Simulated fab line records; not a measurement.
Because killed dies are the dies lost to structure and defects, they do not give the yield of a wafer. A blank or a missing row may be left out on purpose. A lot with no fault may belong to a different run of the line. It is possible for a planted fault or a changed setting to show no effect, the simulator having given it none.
Matching of chambers || flow n5_finfet || 4 sister chambers for N5_BEOL_M0_SAQP_SPACER2_ETCHBACK_27 on rie_diel-04
The step etches SiO2 in CHF3/O2, target depth 22.5 nm, time 11.25 s. 18 wafers are shown with their chamber, then 9 later ones without.

## EACH WAFER AND ITS CHAMBER
{"wafer": "L074.2", "chamber": 0, "drypump_motor_current_A (A)": 5.4, "rf_vpp_V (V)": 549, "throttle_valve_pct (%)": 19.29}
{"wafer": "L074.3", "chamber": 2, "drypump_motor_current_A (A)": 5.7, "rf_vpp_V (V)": 526, "throttle_valve_pct (%)": 18.96}
{"wafer": "L074.6", "chamber": 0, "drypump_motor_current_A (A)": 5.4, "rf_vpp_V (V)": 550, "throttle_valve_pct (%)": 19.29}
{"wafer": "L077.2", "chamber": 3, "drypump_motor_current_A (A)": 5.5, "rf_vpp_V (V)": 499, "throttle_valve_pct (%)": 18.81}
{"wafer": "L077.5", "chamber": 3, "drypump_motor_current_A (A)": 5.4, "rf_vpp_V (V)": 500, "throttle_valve_pct (%)": 18.80}
{"wafer": "L077.6", "chamber": 0, "drypump_motor_current_A (A)": 5.4, "rf_vpp_V (V)": 550, "throttle_valve_pct (%)": 19.31}
{"wafer": "L078.1", "chamber": 2, "drypump_motor_current_A (A)": 5.7, "rf_vpp_V (V)": 525, "throttle_valve_pct (%)": 18.97}
{"wafer": "L078.3", "chamber": 0, "drypump_motor_current_A (A)": 5.4, "rf_vpp_V (V)": 548, "throttle_valve_pct (%)": 19.31}
{"wafer": "L078.5", "chamber": 2, "drypump_motor_current_A (A)": 5.7, "rf_vpp_V (V)": 525, "throttle_valve_pct (%)": 18.97}
{"wafer": "L083.1", "chamber": 0, "drypump_motor_current_A (A)": 5.4, "rf_vpp_V (V)": 548, "throttle_valve_pct (%)": 19.31}
{"wafer": "L083.5", "chamber": 1, "drypump_motor_current_A (A)": 5.3, "rf_vpp_V (V)": 524, "throttle_valve_pct (%)": 18.83}
{"wafer": "L083.6", "chamber": 0, "drypump_motor_current_A (A)": 5.4, "rf_vpp_V (V)": 548, "throttle_valve_pct (%)": 19.31}
{"wafer": "L084.3", "chamber": 0, "drypump_motor_current_A (A)": 5.4, "rf_vpp_V (V)": 551, "throttle_valve_pct (%)": 19.32}
{"wafer": "L084.4", "chamber": 3, "drypump_motor_current_A (A)": 5.5, "rf_vpp_V (V)": 509, "throttle_valve_pct (%)": 18.45}
{"wafer": "L084.5", "chamber": 1, "drypump_motor_current_A (A)": 5.3, "rf_vpp_V (V)": 523, "throttle_valve_pct (%)": 18.86}
{"wafer": "L087.3", "chamber": 3, "drypump_motor_current_A (A)": 5.5, "rf_vpp_V (V)": 509, "throttle_valve_pct (%)": 18.46}
{"wafer": "L087.4", "chamber": 1, "drypump_motor_current_A (A)": 5.3, "rf_vpp_V (V)": 524, "throttle_valve_pct (%)": 18.83}
{"wafer": "L087.6", "chamber": 3, "drypump_motor_current_A (A)": 5.5, "rf_vpp_V (V)": 510, "throttle_valve_pct (%)": 18.44}

SIGNATURES (means of the wafers above)
{"reading": "drypump_motor_current_A", "chamber 0": 5.400, "chamber 1": 5.300, "chamber 2": 5.700, "chamber 3": 5.480, "scatter within a chamber": 0.0239}
{"reading": "rf_vpp_V", "chamber 0": 549.14, "chamber 1": 523.67, "chamber 2": 525.33, "chamber 3": 505.40, "scatter within a chamber": 3.02}
{"reading": "throttle_valve_pct", "chamber 0": 19.3057, "chamber 1": 18.8400, "chamber 2": 18.9667, "chamber 3": 18.5920, "scatter within a chamber": 0.105}
Rule: distance of a wafer from a chamber = root of the sum over the readings of ((wafer's reading minus chamber's mean) / reading's scatter) squared. The wafer belongs to the nearest chamber; if the next one is less than 2 further off, it can't be placed. How the scatter is found: for the shown wafers, subtract from each reading the mean of its chamber, square and add these, divide the total by (wafers less chambers), then take the root.

## WAFERS WITH NO CHAMBER GIVEN
{"wafer": "L091.1", "drypump_motor_current_A (A)": 5.7, "rf_vpp_V (V)": 526, "throttle_valve_pct (%)": 19.01}
{"wafer": "L091.3", "drypump_motor_current_A (A)": 5.5, "rf_vpp_V (V)": 509, "throttle_valve_pct (%)": 18.46}
{"wafer": "L091.4", "drypump_motor_current_A (A)": 5.7, "rf_vpp_V (V)": 525, "throttle_valve_pct (%)": 19.02}
{"wafer": "L094.1", "drypump_motor_current_A (A)": 5.5, "rf_vpp_V (V)": 509, "throttle_valve_pct (%)": 18.47}
{"wafer": "L094.4", "drypump_motor_current_A (A)": 5.7, "rf_vpp_V (V)": 527, "throttle_valve_pct (%)": 19.02}
{"wafer": "L094.6", "drypump_motor_current_A (A)": 5.4, "rf_vpp_V (V)": 526, "throttle_valve_pct (%)": 18.95}
{"wafer": "L095.1", "drypump_motor_current_A (A)": 5.4, "rf_vpp_V (V)": 526, "throttle_valve_pct (%)": 18.96}
{"wafer": "L095.3", "drypump_motor_current_A (A)": 5.7, "rf_vpp_V (V)": 528, "throttle_valve_pct (%)": 19.01}
{"wafer": "L095.4", "drypump_motor_current_A (A)": 5.7, "rf_vpp_V (V)": 524, "throttle_valve_pct (%)": 19.02}

## WHICH CHAMBER EACH ONE RAN IN
{"wafer": "L091.1", "from the rows above": 2, "in truth": 2}
{"wafer": "L091.3", "from the rows above": 3, "in truth": 3}
{"wafer": "L091.4", "from the rows above": 2, "in truth": 2}
{"wafer": "L094.1", "from the rows above": 3, "in truth": 3}
{"wafer": "L094.4", "from the rows above": 2, "in truth": 2}
{"wafer": "L094.6", "from the rows above": 1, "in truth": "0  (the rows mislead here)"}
{"wafer": "L095.1", "from the rows above": 1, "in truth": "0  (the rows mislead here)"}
{"wafer": "L095.3", "from the rows above": 2, "in truth": 2}
{"wafer": "L095.4", "from the rows above": 2, "in truth": 2}
Correctly placed: 7 of 9. Left unplaced by these rows: 0. Wrongly placed: 2.
